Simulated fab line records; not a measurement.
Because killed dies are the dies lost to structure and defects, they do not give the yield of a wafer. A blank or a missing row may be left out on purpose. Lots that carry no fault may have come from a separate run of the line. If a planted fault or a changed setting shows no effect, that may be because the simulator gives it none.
A lot that was struck, set against a sound lot | flow n5 finfet | 41 out of 1938 route steps
Sound: the wafers L675.3, L675.4, L675.6. The struck wafers were L681.1, L681.3, L681.6. Last of all comes the cause.
For every step that has rows: the tool of each side, followed by ch and its chambers, followed by its first start. Under that, the readings that differ: sound wafers | struck wafers | difference of the means | sigmas: that difference in standard deviations of wafers without a fault.
alike: readings with means less than 2 such deviations apart, plus words and numbers identical on both sides. not compared: withheld readings, readings lacking a value on some wafer, bounds such as >300 that could conceal the same value, and numbers that have no deviation in the record and whose values overlap.
The two part at a step that has a row with sigmas, a row that says differs or no value, or rows on one side only. When numbers do not overlap yet have no deviation, they are printed without sigmas and do not part them. A reading that every wafer of one side lacks parts them only if that side has two wafers or more.

N5_MOL_CONTACT_COAG_DESCUM_13: chemistry O2, time 7 s.
  sound on rie diel-03 ch 0,2, day 5 17:12; struck on rie diel-02 ch 2,3, day 7 04:18
  alike: bias power w, drypump motor current A, oes product au, rf vpp V, showerhead plenum p Torr, throttle valve pct
  not compared: rf hours counter h
then, 1 step without rows for these wafers: N5_MOL_CONTACT_COAG_ETCH_59 (etches underlayer in N2/H2, target depth 13 nm, time 10.4 s).
N5_MOL_CONTACT_COAG_ETCH_105: etches SiARC in CF4, target depth 15.6 nm, time 26 s.
  sound on rie diel-03 ch 0,2, day 5 17:16; struck on rie diel-02 ch 2,3, day 7 04:21
  alike: drypump motor current A, etch rf on time s, oes product au, rf vpp V, showerhead plenum p Torr, throttle valve pct
  not compared: rf hours counter h
then, 5 steps without rows for these wafers: N5_MOL_CONTACT_COAG_ETCH_106 (etches SOC in N2/H2, target depth 80 nm, overetch 16 nm, time 120 s); N5_MOL_CONTACT_COAG_STRIP_107 (strips in N2/H2); N5_MOL_CONTACT_COAG_STRIP_108 (strips in N2/H2); N5_MOL_CONTACT_COAG_CONTACT_ETCH_14 (etches SiO2 in C4F6/O2, target depth 27.5 nm, overetch 8.5 nm, time 20 s); N5_MOL_CONTACT_COAG_STRIP_109 (strips in C4F6/O2).
N5_MOL_CONTACT_COAG_ETCH_15: etches SiNx in CH3F/O2, stops on Si:P, target depth 7 nm.
  sound on rie diel-03 ch 0,2, day 5 17:25; struck on rie diel-02 ch 2,3, day 7 04:31
  alike: drypump motor current A, oes_o_777_au, oes product au, rf vpp V, showerhead plenum p Torr, throttle valve pct
  not compared: rf hours counter h
then, 2 steps without rows for these wafers: N5_MOL_CONTACT_COAG_ETCH_110 (etches Si in CF4/O2, target depth 2.5 nm, time 8 s); N5_MOL_CONTACT_COAG_STRIP_98 (strips in N2/H2).
N5_MOL_CONTACT_COAG_CD_MEAS_99: the cd target is 17.2 nm.
  sound on cd sem-02 at day 5 17:36; struck on cd sem-02 at day 7 04:42
  alike: cd nm
N5_MOL_CONTACT_COAG_IMPLANT_129:
  sound on implanter-02 ch 0, day 5 17:41; struck on implanter-02 ch 0, day 7 04:44
  reading       | sound                        | struck                        | difference | sigmas
  beam on s (s) | 38 39 39                     | 10 9 10                       | -29        | -8
  dose ions cm2 | 6.01e+14 6.005e+14 6.005e+14 | 1.336e+14 1.324e+14 1.338e+14 | -4.674e+14 | -99 or more
then, 4 steps without rows for these wafers: N5_MOL_CONTACT_COAG_PRECLEAN_111 (cleans in NF3:NH3, afs cycles 1, time 20 s, sublimation time 60 s); N5_MOL_CONTACT_COAG_TI_SIL_19 (material Ti, target thk 4.2 nm, time 15 s); N5_MOL_CONTACT_COAG_ALD_20 (deposits TiN, target thk 1.5 nm, pulse time 1 s, purge time 3 s); N5_MOL_CONTACT_COAG_SIL_ANNEAL_21 (time 60 s).
N5_MOL_CONTACT_COAG_PRE_CLEAN_141: time 60 s.
  sound on pvd sputter-02 at day 5 19:30; struck on pvd sputter-01 at day 7 06:14
  alike: heater power w
then, 3 steps without rows for these wafers: N5_MOL_CONTACT_COAG_SPUTTER_143 (material Co, target thk 2.5 nm); N5_MOL_CONTACT_COAG_CO_FILL_22 (material Co, precursor CCTBA/H2, target thk 20 nm); N5_MOL_CONTACT_COAG_ANNEAL_113 (time 300 s).
N5_MOL_CONTACT_COAG_PRE_CLEAN_142: time 60 s.
  sound on pvd sputter-01 at day 6 00:35; struck on pvd sputter-01 at day 7 08:29
  alike: heater power w
then, 8 steps without rows for these wafers: N5_MOL_CONTACT_COAG_SPUTTER_130 (material Co, target thk 47.5 nm); N5_MOL_CONTACT_COAG_PRECLEAN_125 (cleans in DIW, time 57.5 s); N5_MOL_CONTACT_COAG_SRD_126 (dry time 32 s); N5_MOL_CONTACT_COAG_CMP_23 (polishes, stops on SiO2, t overpolish 1.5 s, target thk 0 nm); N5_MOL_CONTACT_COAG_WET_ETCH_26 (target Co, target depth 13 nm); N5_MOL_CONTACT_COAG_WET_ETCH_116 (etches the open film in SC1-inhibited, target depth 4.6 nm, rinse time 30 s); N5_MOL_CONTACT_COAG_ALD_27 (deposits SiOC, target thk 17 nm, pulse time 1.5 s, time 2720 s); N5_MOL_CONTACT_COAG_CMP_28 (polishes, stops on SiNx, t overpolish 0.85 s, target thk 14.522 nm).
N5_MOL_CONTACT_COAG_THK_MEAS_29:
  sound on film metro-02 at day 6 03:41; struck on film metro-02 at day 7 11:25
  alike: MD_CAP_THK
then, 9 steps without rows for these wafers: N5_MOL_CONTACT_COAG_ALD_123 (deposits SiNx, target thk 5 nm, pulse time 1 s, purge time 2 s); N5_MOL_CONTACT_COAG_PECVD_31 (deposits SiO2 from TEOS/O2, target thk 46 nm, time 8.9 s); N5_MOL_CONTACT_COAG_COAT_75 (time 60 s, resist thk 60 nm); N5_MOL_CONTACT_COAG_COAT_76 (time 60 s, resist thk 10 nm); N5_MOL_CONTACT_COAG_COAT_77 (time 60 s, resist thk 10 nm); N5_MOL_CONTACT_COAG_COAT_78 (resist thk 40 nm); N5_MOL_CONTACT_COAG_EBR_80; N5_MOL_CONTACT_COAG_SOFTBAKE_79 (time 60 s); N5_MOL_CONTACT_COAG_EXPOSE_81 (exposes mask VG, defocus 0 nm).
-- a jump in the record: the struck wafers' starts before and after are 3 days apart (it breaks off in module MOL_CONTACT_COAG and resumes in module BEOL_M4, where the first step shown is number 1111 of the route) --
N5_BEOL_M4_RC_MEAS_101:
  sound on prober-01 ch 0, day 9 08:28; struck on prober-01 ch 0, day 10 22:25
  reading             | sound          | struck         | difference | sigmas
  RC_DENSE_N (ohm.um) | 19.5 19.5 19.2 | 21.9 21.7 22.4 | +2.6       | +5
  RC_DENSE_P (ohm.um) | 24.0 24.0 23.7 | 27.3 27.1 28.1 | +3.6       | +6
  RC_N (ohm.um)       | 15.9 15.8 15.8 | 17.7 17.8 18.1 | +2.0       | +5
  RC_P (ohm.um)       | 19.6 19.5 19.4 | 22.1 22.3 22.5 | +2.8       | +6
  alike: DIBL_N, DIBL_P, IOFF_N, IOFF_P, ION_N, ION_P, SS_N, SS_P, VT_N, VT_P

== WHERE THEY PART ==
Last at N5_BEOL_M4_RC_MEAS_101 as far as this record goes, first at N5_MOL_CONTACT_COAG_IMPLANT_129.

WHY: whatever the simulator had introduced
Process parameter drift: implanter-02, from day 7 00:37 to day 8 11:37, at N5_MOL_CONTACT_COAG_IMPLANT_129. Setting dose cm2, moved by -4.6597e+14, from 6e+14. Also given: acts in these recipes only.
